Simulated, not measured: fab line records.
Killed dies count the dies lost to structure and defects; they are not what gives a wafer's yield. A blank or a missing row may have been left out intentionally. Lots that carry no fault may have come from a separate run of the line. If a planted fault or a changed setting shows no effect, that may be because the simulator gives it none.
Which tool was responsible? ; flow nand harc ; at 1 step of a route of 1159, 14 lots with 42 wafers sampled

WHAT THE GAUGES READ, wafer by wafer
NHARC_P_STI_INSPECT_25. Usual: 227 for raw defect count, sd 83.
lot;measured;on;raw defect count;flag
L494;day 3 23:08;defect inspect-01;136 250 161;
L495;day 3 23:10;defect inspect-02;146 162 99;
L497;day 4 14:16;defect inspect-01;177 187 117;
L499;day 5 06:12;defect inspect-01;261 200 158;
L500;day 5 13:31;defect inspect-02;374 211 242;
L507;day 7 15:25;defect inspect-01;160 120 167;
L509;day 7 15:25;defect inspect-02;259 324 279;
L510;day 7 15:25;defect inspect-01;124 140 81;
L512;day 8 07:18;defect inspect-02;191 189 237;
L511;day 8 07:19;defect inspect-01;269 152 189;
L513;day 8 15:22;defect inspect-01;230 185 302;
L514;day 9 00:23;defect inspect-02;344 271 299;
L515;day 9 07:00;defect inspect-02;201 171 345;
L516;day 9 07:00;defect inspect-01;345 272 225;

TOOL THAT RAN EACH LOT (tool first, then ch and the chambers of the sampled wafers, then the start)
Before these readings, the record contains no process step.

WHAT THE TOOLS THEMSELVES READ (means of the sampled wafers that have a number; where no wafer has one, the mark that the record gives instead)
The record holds no such reading with a usual standard deviation.

THE ANSWER, worked out from the rows above alone
Rule: a lot is off if the mean of its wafers that have a number lies more than 3 standard deviations from the usual mean. Also off: a lot with no number at a reading for which 4 or more lots have one. All remaining lots with rows at the step are treated as sound. Order of review: gauges by route order, followed by the tools' own readings, for which a lot's mean as printed above is used. At the first step where some lot is off, the reading lying furthest off is the one used; lots without a number count as furthest.
No lot is off at any reading shown: from this, nothing can be told.

WHAT THE SIMULATOR PUT IN
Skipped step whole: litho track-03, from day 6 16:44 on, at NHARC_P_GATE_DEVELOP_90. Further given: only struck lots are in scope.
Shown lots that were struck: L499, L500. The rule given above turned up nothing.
